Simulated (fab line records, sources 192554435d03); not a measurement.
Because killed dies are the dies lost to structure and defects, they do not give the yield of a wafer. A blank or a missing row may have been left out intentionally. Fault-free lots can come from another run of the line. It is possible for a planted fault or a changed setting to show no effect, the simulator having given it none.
Which tool is to blame? / flow n5_finfet / 7 lots, 19 wafers sampled, at 8 steps of a route of 1938

## WHAT EACH GAUGE READ, for each wafer
N5_BEOL_M9_OCD_MEAS_38. Usual: trench_depth_nm 150.9 nm, standard deviation 2.4.
lot=L696; measured=day 10 20:30; on=ocd-01; trench_depth_nm (nm)=153.4 152.4 150.5; flag=
lot=L699; measured=day 11 09:11; on=ocd-01; trench_depth_nm (nm)=123.8 122.4; flag=OFF
lot=L707; measured=day 13 15:10; on=ocd-01; trench_depth_nm (nm)=152.1 150.2 148.5; flag=
lot=L711; measured=day 14 11:37; on=ocd-01; trench_depth_nm (nm)=154.1 154.0 153.6; flag=
lot=L715; measured=day 15 17:38; on=ocd-02; trench_depth_nm (nm)=149.2 151.3 150.0; flag=
lot=L717; measured=day 16 02:22; on=ocd-02; trench_depth_nm (nm)=152.5 153.0; flag=
lot=L718; measured=day 16 05:45; on=ocd-01; trench_depth_nm (nm)=152.9 153.0 152.2; flag=

N5_BEOL_M9_THK_MEAS_53: measures by xrf. Usual: M9_THK typically reads 135.9 nm, with standard deviation 2.5.
lot=L696; measured=day 11 00:26; on=film_metro-02; M9_THK (nm)=139.9 138.9 137.2; flag=
lot=L699; measured=day 11 11:11; on=film_metro-01; M9_THK (nm)=107.8 107.3; flag=OFF
lot=L707; measured=day 13 18:19; on=film_metro-02; M9_THK (nm)=137.3 132.9 131.0; flag=
lot=L711; measured=day 14 14:40; on=film_metro-02; M9_THK (nm)=139.6 138.2 139.0; flag=
lot=L715; measured=day 15 20:17; on=film_metro-02; M9_THK (nm)=135.7 136.2 137.1; flag=
lot=L717; measured=day 16 05:55; on=film_metro-01; M9_THK (nm)=136.7 137.7; flag=
lot=L718; measured=day 16 08:40; on=film_metro-01; M9_THK (nm)=139.2 135.9 137.3; flag=

N5_BEOL_M9_RS_MEAS_57: measurement is done with a four-point probe. Usual: M9_RS typically reads 0.152 ohm/sq, with standard deviation 0.0034.
lot=L696; measured=day 11 00:35; on=film_metro-01; M9_RS (ohm/sq)=0.148 0.149 0.150; flag=
lot=L699; measured=day 11 11:19; on=film_metro-02; M9_RS (ohm/sq)=0.195 0.197; flag=OFF
lot=L707; measured=day 13 18:26; on=film_metro-02; M9_RS (ohm/sq)=0.149 0.154 0.157; flag=
lot=L711; measured=day 14 14:48; on=film_metro-01; M9_RS (ohm/sq)=0.146 0.148 0.148; flag=
lot=L715; measured=day 15 20:25; on=film_metro-02; M9_RS (ohm/sq)=0.152 0.151 0.151; flag=
lot=L717; measured=day 16 06:03; on=film_metro-01; M9_RS (ohm/sq)=0.151 0.149; flag=
lot=L718; measured=day 16 08:48; on=film_metro-01; M9_RS (ohm/sq)=0.148 0.151 0.150; flag=

N5_BEOL_M15_RC_MEAS_101. Usual: COMB_M10 1.5e-11 S/m, standard deviation 3.1e-12; COMB_M11 1.5e-11 S/m, standard deviation 3.1e-12; COMB_M12 7e-12 S/m, standard deviation 1.3e-12; COMB_M13 5.5e-12 S/m, standard deviation 1e-12; COMB_M14 4.1e-12 S/m, standard deviation 7.1e-13; COMB_M15 3.2e-12 S/m, standard deviation 5.9e-13; COMB_M5 3.7e-11 S/m, standard deviation 7.8e-12; COMB_M6 2.6e-11 S/m, standard deviation 5.1e-12; COMB_M7 2.5e-11 S/m, standard deviation 5.4e-12; COMB_M8 2.7e-11 S/m, standard deviation 5.7e-12; SERP_M10 3.07 ohm/um, standard deviation 0.091; SERP_M11 3.10 ohm/um, standard deviation 0.076; SERP_M12 0.632 ohm/um, standard deviation 0.016; SERP_M13 0.310 ohm/um, standard deviation 0.0062; SERP_M14 0.159 ohm/um, standard deviation 0.0051; SERP_M5 38.9 ohm/um, standard deviation 1.7; SERP_M6 13.7 ohm/um, standard deviation 0.57; SERP_M7 14.0 ohm/um, standard deviation 0.52; SERP_M8 13.6 ohm/um, standard deviation 0.59; SERP_M9 3.08 ohm/um, standard deviation 0.082; SERP_M9_max_site 3.17 ohm/um, standard deviation 0.081.
lot=L696; measured=day 12 19:38; on=prober-02; COMB_M10 (S/m)=1.4e-11 1.1e-11 1.4e-11; COMB_M11 (S/m)=1.5e-11 1.3e-11 1.2e-11; COMB_M12 (S/m)=1.03e-11 5.7e-12 8.5e-12; COMB_M13 (S/m)=5.1e-12 5e-12 5.2e-12; COMB_M14 (S/m)=3.9e-12 3.7e-12 3.1e-12; COMB_M15 (S/m)=2.9e-12 3e-12 3.3e-12; COMB_M5 (S/m)=4.3e-11 2.9e-11 3e-11; COMB_M6 (S/m)=3.1e-11 2.6e-11 3.9e-11; COMB_M7 (S/m)=2.4e-11 3.6e-11 3.2e-11; COMB_M8 (S/m)=2.7e-11 2.8e-11 2.4e-11; SERP_M10 (ohm/um)=3.03 3.03 3.07; SERP_M11 (ohm/um)=3.11 3.05 3.06; SERP_M12 (ohm/um)=0.613 0.615 0.640; SERP_M13 (ohm/um)=0.312 0.303 0.306; SERP_M14 (ohm/um)=0.155 0.155 0.151; SERP_M5 (ohm/um)=38.1 36.4 38.5; SERP_M6 (ohm/um)=13.3 14.1 14.0; SERP_M7 (ohm/um)=13.3 13.2 13.3; SERP_M8 (ohm/um)=13.9 13.4 13.4; SERP_M9 (ohm/um)=3.02 3.06 3.01; SERP_M9_max_site (ohm/um)=3.13 3.12 3.10; flag=
lot=L699; measured=day 12 23:19; on=prober-01; COMB_M10 (S/m)=1.5e-11 1.2e-11; COMB_M11 (S/m)=1.3e-11 1.3e-11; COMB_M12 (S/m)=7.5e-12 7.9e-12; COMB_M13 (S/m)=5.6e-12 5.6e-12; COMB_M14 (S/m)=4.6e-12 5.2e-12; COMB_M15 (S/m)=3.3e-12 3.2e-12; COMB_M5 (S/m)=3.7e-11 4e-11; COMB_M6 (S/m)=2.7e-11 2.1e-11; COMB_M7 (S/m)=2.7e-11 3.3e-11; COMB_M8 (S/m)=3e-11 2e-11; SERP_M10 (ohm/um)=3.02 3.07; SERP_M11 (ohm/um)=3.16 3.16; SERP_M12 (ohm/um)=0.658 0.617; SERP_M13 (ohm/um)=0.307 0.308; SERP_M14 (ohm/um)=0.157 0.156; SERP_M5 (ohm/um)=38.4 36.5; SERP_M6 (ohm/um)=14.9 14.7; SERP_M7 (ohm/um)=14.0 14.6; SERP_M8 (ohm/um)=13.2 13.7; SERP_M9 (ohm/um)=3.91 3.96; SERP_M9_max_site (ohm/um)=4.02 3.97; flag=OFF
lot=L707; measured=day 15 15:07; on=prober-02; COMB_M10 (S/m)=1.9e-11 1.6e-11 1.5e-11; COMB_M11 (S/m)=1.5e-11 1.3e-11 2e-11; COMB_M12 (S/m)=6.5e-12 5.3e-12 4.9e-12; COMB_M13 (S/m)=6.6e-12 5.9e-12 6.1e-12; COMB_M14 (S/m)=5e-12 4.4e-12 4.2e-12; COMB_M15 (S/m)=3.7e-12 2.4e-12 2.7e-12; COMB_M5 (S/m)=3.7e-11 3e-11 2.9e-11; COMB_M6 (S/m)=2.2e-11 2.1e-11 1.8e-11; COMB_M7 (S/m)=3e-11 3.3e-11 2.3e-11; COMB_M8 (S/m)=3.4e-11 2.8e-11 3.4e-11; SERP_M10 (ohm/um)=3.27 3.03 3.09; SERP_M11 (ohm/um)=3.14 3.15 2.90; SERP_M12 (ohm/um)=0.624 0.614 0.637; SERP_M13 (ohm/um)=0.303 0.313 0.316; SERP_M14 (ohm/um)=0.157 0.166 0.155; SERP_M5 (ohm/um)=41.2 40.0 38.0; SERP_M6 (ohm/um)=12.9 13.4 14.5; SERP_M7 (ohm/um)=14.3 13.3 13.6; SERP_M8 (ohm/um)=14.2 14.8 14.1; SERP_M9 (ohm/um)=3.00 3.09 3.13; SERP_M9_max_site (ohm/um)=3.05 3.10 3.18; flag=
lot=L711; measured=day 16 10:02; on=prober-01; COMB_M10 (S/m)=1.8e-11 1.5e-11 1.3e-11; COMB_M11 (S/m)=1.5e-11 1.8e-11 1.7e-11; COMB_M12 (S/m)=7.7e-12 6.4e-12 8.1e-12; COMB_M13 (S/m)=5.8e-12 5.3e-12 5.9e-12; COMB_M14 (S/m)=3.2e-12 3.6e-12 3.8e-12; COMB_M15 (S/m)=4.5e-12 5e-12 4.5e-12; COMB_M5 (S/m)=3.8e-11 3.5e-11 4.1e-11; COMB_M6 (S/m)=1.8e-11 2.3e-11 2.3e-11; COMB_M7 (S/m)=3.4e-11 2.3e-11 2.3e-11; COMB_M8 (S/m)=2.4e-11 1.8e-11 2.6e-11; SERP_M10 (ohm/um)=3.07 3.12 3.17; SERP_M11 (ohm/um)=3.09 3.14 3.09; SERP_M12 (ohm/um)=0.595 0.625 0.602; SERP_M13 (ohm/um)=0.317 0.320 0.313; SERP_M14 (ohm/um)=0.156 0.159 0.161; SERP_M5 (ohm/um)=38.9 36.5 38.0; SERP_M6 (ohm/um)=14.1 13.6 15.2; SERP_M7 (ohm/um)=14.8 15.1 14.4; SERP_M8 (ohm/um)=13.9 13.7 14.7; SERP_M9 (ohm/um)=3.05 2.98 3.11; SERP_M9_max_site (ohm/um)=3.11 3.10 3.17; flag=
lot=L715; measured=day 17 14:23; on=prober-02; COMB_M10 (S/m)=1.3e-11 1.2e-11 1.5e-11; COMB_M11 (S/m)=1.7e-11 1.3e-11 1e-11; COMB_M12 (S/m)=3.9e-12 4.9e-12 3.8e-12; COMB_M13 (S/m)=6.2e-12 5.1e-12 6.6e-12; COMB_M14 (S/m)=4.7e-12 3.5e-12 4.7e-12; COMB_M15 (S/m)=2.8e-12 3e-12 3.1e-12; COMB_M5 (S/m)=2.9e-11 2.3e-11 3.2e-11; COMB_M6 (S/m)=2.4e-11 3.4e-11 2.4e-11; COMB_M7 (S/m)=1.8e-11 1.8e-11 1.8e-11; COMB_M8 (S/m)=3.4e-11 2e-11 3.4e-11; SERP_M10 (ohm/um)=2.96 2.98 2.97; SERP_M11 (ohm/um)=3.07 3.07 3.08; SERP_M12 (ohm/um)=0.631 0.646 0.625; SERP_M13 (ohm/um)=0.322 0.312 0.310; SERP_M14 (ohm/um)=0.158 0.159 0.156; SERP_M5 (ohm/um)=37.4 36.6 37.1; SERP_M6 (ohm/um)=13.6 13.5 12.9; SERP_M7 (ohm/um)=13.5 13.8 14.5; SERP_M8 (ohm/um)=14.1 13.7 14.9; SERP_M9 (ohm/um)=3.09 3.10 3.03; SERP_M9_max_site (ohm/um)=3.23 3.14 3.20; flag=
lot=L717; measured=day 17 23:52; on=prober-02; COMB_M10 (S/m)=1.4e-11 1.6e-11; COMB_M11 (S/m)=1.1e-11 1.4e-11; COMB_M12 (S/m)=5.9e-12 5.5e-12; COMB_M13 (S/m)=3.7e-12 4.5e-12; COMB_M14 (S/m)=4.2e-12 3.4e-12; COMB_M15 (S/m)=2.6e-12 3e-12; COMB_M5 (S/m)=3.8e-11 3e-11; COMB_M6 (S/m)=2.8e-11 1.7e-11; COMB_M7 (S/m)=2e-11 2.6e-11; COMB_M8 (S/m)=2.9e-11 3.1e-11; SERP_M10 (ohm/um)=2.99 3.08; SERP_M11 (ohm/um)=2.99 3.10; SERP_M12 (ohm/um)=0.629 0.636; SERP_M13 (ohm/um)=0.318 0.308; SERP_M14 (ohm/um)=0.161 0.153; SERP_M5 (ohm/um)=35.8 39.6; SERP_M6 (ohm/um)=14.0 13.4; SERP_M7 (ohm/um)=13.9 14.1; SERP_M8 (ohm/um)=12.9 12.8; SERP_M9 (ohm/um)=3.14 3.09; SERP_M9_max_site (ohm/um)=3.20 3.13; flag=
lot=L718; measured=day 18 06:19; on=prober-01; COMB_M10 (S/m)=1.3e-11 1.7e-11 1.9e-11; COMB_M11 (S/m)=2.2e-11 2.1e-11 1.6e-11; COMB_M12 (S/m)=8.7e-12 5.6e-12 5.7e-12; COMB_M13 (S/m)=7.4e-12 5.3e-12 6.5e-12; COMB_M14 (S/m)=3.8e-12 4.9e-12 3.4e-12; COMB_M15 (S/m)=3.9e-12 3.5e-12 3.8e-12; COMB_M5 (S/m)=3.1e-11 3.6e-11 4.8e-11; COMB_M6 (S/m)=2.4e-11 2.8e-11 2.6e-11; COMB_M7 (S/m)=2.1e-11 3.2e-11 2.3e-11; COMB_M8 (S/m)=3.5e-11 2.9e-11 2.5e-11; SERP_M10 (ohm/um)=3.08 3.20 3.18; SERP_M11 (ohm/um)=3.07 3.03 3.21; SERP_M12 (ohm/um)=0.624 0.637 0.616; SERP_M13 (ohm/um)=0.316 0.316 0.312; SERP_M14 (ohm/um)=0.155 0.164 0.164; SERP_M5 (ohm/um)=39.2 40.0 40.3; SERP_M6 (ohm/um)=13.9 14.5 13.5; SERP_M7 (ohm/um)=14.6 14.5 13.9; SERP_M8 (ohm/um)=13.1 13.1 13.6; SERP_M9 (ohm/um)=3.04 3.01 2.99; SERP_M9_max_site (ohm/um)=3.12 3.28 3.07; flag=

## EACH LOT AND THE TOOL THAT RAN IT (in order: tool; ch and the chambers of the sampled wafers; start)
lot=L696; N5_BEOL_M9_STRIP_67=rie_diel-02 ch 0,3, day 10 17:34; N5_BEOL_M9_ETCH_65=rie_diel-04 ch 0,1,3, day 10 20:06; N5_BEOL_M9_TRENCH_ETCH_37=rie_diel-04 ch 0,1,3, day 10 20:20; N5_BEOL_M9_ALD_74=ald_metal-01 ch 0,1,2, day 10 21:37
lot=L699; N5_BEOL_M9_STRIP_67=rie_diel-04 ch 0,2, day 11 07:25; N5_BEOL_M9_ETCH_65=rie_diel-04 ch 0,1, day 11 08:47; N5_BEOL_M9_TRENCH_ETCH_37=rie_diel-04 ch 0,1, day 11 09:01; N5_BEOL_M9_ALD_74=ald_metal-02 ch 1,3, day 11 09:49
lot=L707; N5_BEOL_M9_STRIP_67=rie_diel-05 ch 0,2,3, day 13 11:05; N5_BEOL_M9_ETCH_65=rie_diel-05 ch 0,2,3, day 13 14:46; N5_BEOL_M9_TRENCH_ETCH_37=rie_diel-05 ch 0,2,3, day 13 14:59; N5_BEOL_M9_ALD_74=ald_metal-03 ch 0,1,2, day 13 16:13
lot=L711; N5_BEOL_M9_STRIP_67=rie_diel-02 ch 1,2,3, day 14 07:31; N5_BEOL_M9_ETCH_65=rie_diel-04 ch 0,1,2, day 14 11:12; N5_BEOL_M9_TRENCH_ETCH_37=rie_diel-04 ch 0,1,2, day 14 11:26; N5_BEOL_M9_ALD_74=ald_metal-01 ch 1,3, day 14 12:39
lot=L715; N5_BEOL_M9_STRIP_67=rie_diel-04 ch 0,1,3, day 15 14:22; N5_BEOL_M9_ETCH_65=rie_diel-04 ch 1,2, day 15 17:14; N5_BEOL_M9_TRENCH_ETCH_37=rie_diel-04 ch 1,2, day 15 17:28; N5_BEOL_M9_ALD_74=ald_metal-02 ch 2,3, day 15 18:22
lot=L717; N5_BEOL_M9_STRIP_67=rie_diel-02 ch 0,1, day 15 23:11; N5_BEOL_M9_ETCH_65=rie_diel-04 ch 2,3, day 16 01:58; N5_BEOL_M9_TRENCH_ETCH_37=rie_diel-04 ch 2,3, day 16 02:12; N5_BEOL_M9_ALD_74=ald_metal-03 ch 0,1, day 16 03:10
lot=L718; N5_BEOL_M9_STRIP_67=rie_diel-05 ch 0,1,2, day 16 03:29; N5_BEOL_M9_ETCH_65=rie_diel-04 ch 0,1,2, day 16 05:20; N5_BEOL_M9_TRENCH_ETCH_37=rie_diel-04 ch 0,1,2, day 16 05:34; N5_BEOL_M9_ALD_74=ald_metal-02 ch 0,1,3, day 16 06:47
- N5_BEOL_M9_STRIP_67: strips in CF4.
- N5_BEOL_M9_ETCH_65: etches SiARC in CF4, target depth 15.6 nm, time 26 s.
- N5_BEOL_M9_TRENCH_ETCH_37: etches SiCOH lowk in C4F6/O2, target depth 151.43 nm, time 49 s.
- N5_BEOL_M9_ALD_74: deposits TaN, target thk 2 nm, pulse time 2 s, purge time 3 s.

## WHAT THE TOOLS THEMSELVES READ (means of the sampled wafers that have a number; where no wafer has one, the mark that the record gives instead)
N5_BEOL_M9_STRIP_67. Usual: drypump_motor_current_A 5.6 A, standard deviation 0.36; oes_product_au 0.80 a.u., standard deviation 0.074; power_w 299.9 W, standard deviation 0.91; rf_vpp_V 271.5 V, standard deviation 1.3; showerhead_plenum_p_Torr 1.81 Torr, standard deviation 0.041; throttle_valve_pct 13.56 %, standard deviation 0.21.
lot=L696; tool=rie_diel-02; drypump_motor_current_A (A)=5.3; oes_product_au (a.u.)=0.85; power_w (W)=301.0; rf_vpp_V (V)=272.9; showerhead_plenum_p_Torr (Torr)=1.89; throttle_valve_pct (%)=13.41; flag=
lot=L699; tool=rie_diel-04; drypump_motor_current_A (A)=6.2; oes_product_au (a.u.)=0.79; power_w (W)=299.7; rf_vpp_V (V)=271.8; showerhead_plenum_p_Torr (Torr)=1.80; throttle_valve_pct (%)=13.53; flag=
lot=L707; tool=rie_diel-05; drypump_motor_current_A (A)=5.8; oes_product_au (a.u.)=0.80; power_w (W)=300.1; rf_vpp_V (V)=271.8; showerhead_plenum_p_Torr (Torr)=1.80; throttle_valve_pct (%)=13.61; flag=
lot=L711; tool=rie_diel-02; drypump_motor_current_A (A)=5.2; oes_product_au (a.u.)=0.77; power_w (W)=300.1; rf_vpp_V (V)=272.4; showerhead_plenum_p_Torr (Torr)=1.82; throttle_valve_pct (%)=13.58; flag=
lot=L715; tool=rie_diel-04; drypump_motor_current_A (A)=5.6; oes_product_au (a.u.)=0.79; power_w (W)=300.2; rf_vpp_V (V)=271.8; showerhead_plenum_p_Torr (Torr)=1.78; throttle_valve_pct (%)=13.52; flag=
lot=L717; tool=rie_diel-02; drypump_motor_current_A (A)=5.2; oes_product_au (a.u.)=0.87; power_w (W)=298.8; rf_vpp_V (V)=273.1; showerhead_plenum_p_Torr (Torr)=1.86; throttle_valve_pct (%)=13.30; flag=
lot=L718; tool=rie_diel-05; drypump_motor_current_A (A)=5.8; oes_product_au (a.u.)=0.74; power_w (W)=300.4; rf_vpp_V (V)=272.1; showerhead_plenum_p_Torr (Torr)=1.81; throttle_valve_pct (%)=13.72; flag=

N5_BEOL_M9_ETCH_65. Usual: drypump_motor_current_A 5.7 A, standard deviation 0.39; etch_rf_on_time_s 26.1 s, standard deviation 0.49; oes_product_au 0.68 a.u., standard deviation 0.059; rf_vpp_V 184.2 V, standard deviation 0.94; showerhead_plenum_p_Torr 2.16 Torr, standard deviation 0.045; throttle_valve_pct 15.59 %, standard deviation 0.2.
lot=L696; tool=rie_diel-04; drypump_motor_current_A (A)=5.6; etch_rf_on_time_s (s)=26.0; oes_product_au (a.u.)=0.71; rf_vpp_V (V)=184.7; showerhead_plenum_p_Torr (Torr)=2.13; throttle_valve_pct (%)=15.50; flag=
lot=L699; tool=rie_diel-04; drypump_motor_current_A (A)=5.6; etch_rf_on_time_s (s)=25.7; oes_product_au (a.u.)=0.70; rf_vpp_V (V)=184.4; showerhead_plenum_p_Torr (Torr)=2.10; throttle_valve_pct (%)=15.39; flag=
lot=L707; tool=rie_diel-05; drypump_motor_current_A (A)=5.8; etch_rf_on_time_s (s)=26.6; oes_product_au (a.u.)=0.68; rf_vpp_V (V)=184.9; showerhead_plenum_p_Torr (Torr)=2.15; throttle_valve_pct (%)=15.65; flag=
lot=L711; tool=rie_diel-04; drypump_motor_current_A (A)=5.9; etch_rf_on_time_s (s)=25.8; oes_product_au (a.u.)=0.69; rf_vpp_V (V)=184.8; showerhead_plenum_p_Torr (Torr)=2.13; throttle_valve_pct (%)=15.54; flag=
lot=L715; tool=rie_diel-04; drypump_motor_current_A (A)=6.0; etch_rf_on_time_s (s)=25.9; oes_product_au (a.u.)=0.70; rf_vpp_V (V)=184.1; showerhead_plenum_p_Torr (Torr)=2.14; throttle_valve_pct (%)=15.64; flag=
lot=L717; tool=rie_diel-04; drypump_motor_current_A (A)=6.0; etch_rf_on_time_s (s)=26.1; oes_product_au (a.u.)=0.69; rf_vpp_V (V)=183.9; showerhead_plenum_p_Torr (Torr)=2.17; throttle_valve_pct (%)=15.78; flag=
lot=L718; tool=rie_diel-04; drypump_motor_current_A (A)=5.9; etch_rf_on_time_s (s)=25.7; oes_product_au (a.u.)=0.68; rf_vpp_V (V)=184.3; showerhead_plenum_p_Torr (Torr)=2.12; throttle_valve_pct (%)=15.57; flag=

N5_BEOL_M9_TRENCH_ETCH_37. Usual: drypump_motor_current_A 5.7 A, standard deviation 0.39; oes_o_777_au 0.80 a.u., standard deviation 0.063; oes_product_au 0.80 a.u., standard deviation 0.07; rf_vpp_V 668 V, standard deviation 7.8; showerhead_plenum_p_Torr 2.87 Torr, standard deviation 0.059; throttle_valve_pct 20.93 %, standard deviation 0.22.
lot=L696; tool=rie_diel-04; drypump_motor_current_A (A)=5.6; oes_o_777_au (a.u.)=0.82; oes_product_au (a.u.)=0.84; rf_vpp_V (V)=671; showerhead_plenum_p_Torr (Torr)=2.84; throttle_valve_pct (%)=20.86; flag=
lot=L699; tool=rie_diel-04; drypump_motor_current_A (A)=5.7; oes_o_777_au (a.u.)=0.83; oes_product_au (a.u.)=0.72; rf_vpp_V (V)=664; showerhead_plenum_p_Torr (Torr)=2.81; throttle_valve_pct (%)=20.73; flag=
lot=L707; tool=rie_diel-05; drypump_motor_current_A (A)=5.8; oes_o_777_au (a.u.)=0.81; oes_product_au (a.u.)=0.80; rf_vpp_V (V)=666; showerhead_plenum_p_Torr (Torr)=2.87; throttle_valve_pct (%)=20.99; flag=
lot=L711; tool=rie_diel-04; drypump_motor_current_A (A)=5.9; oes_o_777_au (a.u.)=0.81; oes_product_au (a.u.)=0.81; rf_vpp_V (V)=667; showerhead_plenum_p_Torr (Torr)=2.83; throttle_valve_pct (%)=20.89; flag=
lot=L715; tool=rie_diel-04; drypump_motor_current_A (A)=6.1; oes_o_777_au (a.u.)=0.81; oes_product_au (a.u.)=0.81; rf_vpp_V (V)=672; showerhead_plenum_p_Torr (Torr)=2.84; throttle_valve_pct (%)=20.98; flag=
lot=L717; tool=rie_diel-04; drypump_motor_current_A (A)=6.1; oes_o_777_au (a.u.)=0.77; oes_product_au (a.u.)=0.81; rf_vpp_V (V)=677; showerhead_plenum_p_Torr (Torr)=2.88; throttle_valve_pct (%)=21.12; flag=
lot=L718; tool=rie_diel-04; drypump_motor_current_A (A)=5.9; oes_o_777_au (a.u.)=0.79; oes_product_au (a.u.)=0.79; rf_vpp_V (V)=666; showerhead_plenum_p_Torr (Torr)=2.82; throttle_valve_pct (%)=20.92; flag=

N5_BEOL_M9_ALD_74. Usual: heater_power_w 395 W, standard deviation 31; precursor_vessel_carrier_sccm 1000 sccm, standard deviation 3.2.
lot=L696; tool=ald_metal-01; heater_power_w (W)=384; precursor_vessel_carrier_sccm (sccm)=1002; flag=
lot=L699; tool=ald_metal-02; heater_power_w (W)=430; precursor_vessel_carrier_sccm (sccm)=1000; flag=
lot=L707; tool=ald_metal-03; heater_power_w (W)=391; precursor_vessel_carrier_sccm (sccm)=998; flag=
lot=L711; tool=ald_metal-01; heater_power_w (W)=368; precursor_vessel_carrier_sccm (sccm)=999; flag=
lot=L715; tool=ald_metal-02; heater_power_w (W)=483; precursor_vessel_carrier_sccm (sccm)=1000; flag=
lot=L717; tool=ald_metal-03; heater_power_w (W)=376; precursor_vessel_carrier_sccm (sccm)=1002; flag=
lot=L718; tool=ald_metal-02; heater_power_w (W)=442; precursor_vessel_carrier_sccm (sccm)=1001; flag=

## THE ANSWER, worked out from the rows above alone
Rule: take the mean of a lot's wafers that have a number; if it is more than 3 standard deviations from the usual mean, the lot is off. A lot without any number at a reading at which 4 lots or more have one is off too. All remaining lots with rows at the step are treated as sound. After the gauges, taken in route order, come the tools' own readings; for these a lot's mean is taken, as printed above. The first step at which some lot is off is used, and at that step the reading that is off furthest; a lot without a number counts as furthest.
Off: L699, at N5_BEOL_M9_OCD_MEAS_38 (trench_depth_nm).
A tool fits if, at a process step before that reading, it ran every lot that is off, and no sound lot after the first of them. Not tried: the gauges at N5_BEOL_M9_OCD_MEAS_38; whatever is off there is also off at N5_BEOL_M9_THK_MEAS_53, on other tools, and gauge error can't account for it. Of those tried, none fits.

## WHAT THE SIMULATOR PUT IN
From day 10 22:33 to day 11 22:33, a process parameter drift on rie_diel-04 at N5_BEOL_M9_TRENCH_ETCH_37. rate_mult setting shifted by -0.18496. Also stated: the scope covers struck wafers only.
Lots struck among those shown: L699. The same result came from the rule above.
